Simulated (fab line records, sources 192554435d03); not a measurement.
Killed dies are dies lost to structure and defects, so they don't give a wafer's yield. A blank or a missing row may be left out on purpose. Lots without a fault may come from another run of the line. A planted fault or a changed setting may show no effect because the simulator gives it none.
A struck lot beside a sound one | flow n5_finfet | 16 steps out of a route of 1938
Sound: wafers L132.2, L132.3, L132.4. Struck: wafer L141.2. (L141.4, L141.6 of the same lot were not struck and are left out.) The cause comes at the end.
At each step with rows: each side's tool, then ch and its chambers, then its first start. Under that, the readings that differ: sound wafers | struck wafers | difference of the means | sigmas: that difference in standard deviations of wafers without a fault.
alike: readings whose means differ by less than 2 such deviations, and words and numbers that are the same on both sides. not compared: withheld readings, readings that some wafer has no value for, bounds like >300 that may hide the same value, and numbers for which the record gives no deviation and whose values overlap.
The two part at a step that has a row with sigmas, a row that says differs or no value, or rows on one side only. Numbers that don't overlap but have no deviation are shown without sigmas and don't part them. A reading that every wafer of one side lacks parts them only if that side has two wafers or more.

N5_FIN_SAQP_ETCH_34: etches SiO2 in C4F6/O2, target depth 45 nm, time 15 s.
  sound on rie_diel-03 ch 1,2,3, day 4 14:41; struck on rie_diel-03 ch 3, day 6 22:57
  reading                | sound      | struck | difference | sigmas
  rf_hours_counter_h (h) | 212 94 213 | 222    | +49        |
  alike: chamber_pressure_mTorr, drypump_motor_current_A, etch_rf_on_time_s, oes_product_au, rf_vpp_V, showerhead_plenum_p_Torr, throttle_valve_pct
N5_FIN_SAQP_STRIP_77: strips in N2/H2, time 90 s.
  sound on rie_diel-03 ch 1,2,3, day 4 14:43; struck on rie_diel-03 ch 3, day 6 22:58
  reading                | sound      | struck | difference | sigmas
  rf_hours_counter_h (h) | 212 94 213 | 222    | +49        |
  alike: chamber_pressure_mTorr, drypump_motor_current_A, oes_product_au, rf_vpp_V, showerhead_plenum_p_Torr, throttle_valve_pct
N5_FIN_SAQP_HM_CD_35: target cd 8 nm.
  sound on cd_sem-03, day 4 14:50; struck on cd_sem-03, day 6 23:06
  alike: cd_nm
N5_FIN_SAQP_ETCH_64: etches SiO2 in CF4, target depth 1.5 nm.
  sound on rie_si-06 ch 0,1,2, day 4 14:53; struck on rie_si-01 ch 0, day 6 23:09
  alike: chamber_pressure_mTorr, drypump_motor_current_A, oes_product_au, throttle_valve_pct
  not compared: rf_hours_counter_h
N5_FIN_SAQP_FIN_ETCH_36: etches the open film in HBr/Cl2/O2, target depth 120 nm, time 50.4 s.
  sound on rie_si-06 ch 0,1,2, day 4 14:55; struck on rie_si-01 ch 0, day 6 23:10
  alike: HBr_flow_sccm, chamber_pressure_mTorr, drypump_motor_current_A, oes_product_au, throttle_valve_pct
  not compared: rf_hours_counter_h
N5_FIN_SAQP_CD_MEAS_37: target cd 8 nm.
  sound on cd_sem-01, day 4 15:02; struck on cd_sem-02, day 6 23:17
  alike: cd_nm
then, 3 steps without rows for these wafers: N5_FIN_SAQP_PRECLEAN_38 (cleans in O3/DIW, time 45 s); N5_FIN_SAQP_PRECLEAN_45 (cleans in dHF, time 10 s); N5_FIN_SAQP_SRD_39 (time 30 s).
N5_FIN_SAQP_OCD_MEAS_76:
  sound on ocd-01, day 4 15:08; struck on ocd-01, day 6 23:23
  alike: trench_depth_nm
N5_FIN_SAQP_INSPECT_40: inspects for defects (brightfield).
  sound on defect_inspect-01, day 4 15:10; struck on defect_inspect-01, day 6 23:25
  alike: raw_defect_count
then, 1 step without rows for these wafers: N5_FIN_CUT_COAT_18 (time 60 s, resist thk 230 nm).
N5_FIN_CUT_COAT_19: time 60 s, resist thk 20 nm.
  sound on litho_track-04 ch 0, day 4 15:11; struck on litho_track-04 ch 0, day 6 23:27
  reading          | sound          | struck | difference | sigmas
  run_length_s (s) | 66.5 66.5 66.6 | 71.7   | +5.2       | +17
  alike: chill_plate_temp_C
then, 1 step without rows for these wafers: N5_FIN_CUT_COAT_29 (time 60 s, resist thk 10 nm).
-- the record jumps here: 6 days lie between the struck wafers' starts before and after (it left off in module FIN_CUT and takes up again in module BEOL_M4, whose first step shown is number 1111 of the route) --
N5_BEOL_M4_RC_MEAS_101:
  sound on prober-01 ch 0, day 10 14:47; struck on prober-02 ch 0, day 12 22:56
  reading       | sound       | struck | difference | sigmas
  ION_P (uA/um) | 475 480 456 | 455    | -15        | -2
  alike: DIBL_N, DIBL_P, IOFF_N, IOFF_P, ION_N, SS_N, SS_P, VT_N, VT_P
-- the record jumps here: 5 days lie between the struck wafers' starts before and after (it left off in module BEOL_M4 and takes up again in module PASSIVATION, whose first step shown is number 1936 of the route) --
N5_PASSIVATION_PROBE_49:
  the record has rows for the struck wafers here (prober-01, day 17 14:23) and none for the sound ones

WHERE THEY PART
First at N5_FIN_CUT_COAT_19; last, within this record, at N5_PASSIVATION_PROBE_49.

WHY: what the simulator had put in
Process parameter drift: litho_track-04, from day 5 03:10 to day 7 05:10, at N5_FIN_CUT_COAT_19. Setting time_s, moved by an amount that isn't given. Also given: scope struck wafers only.
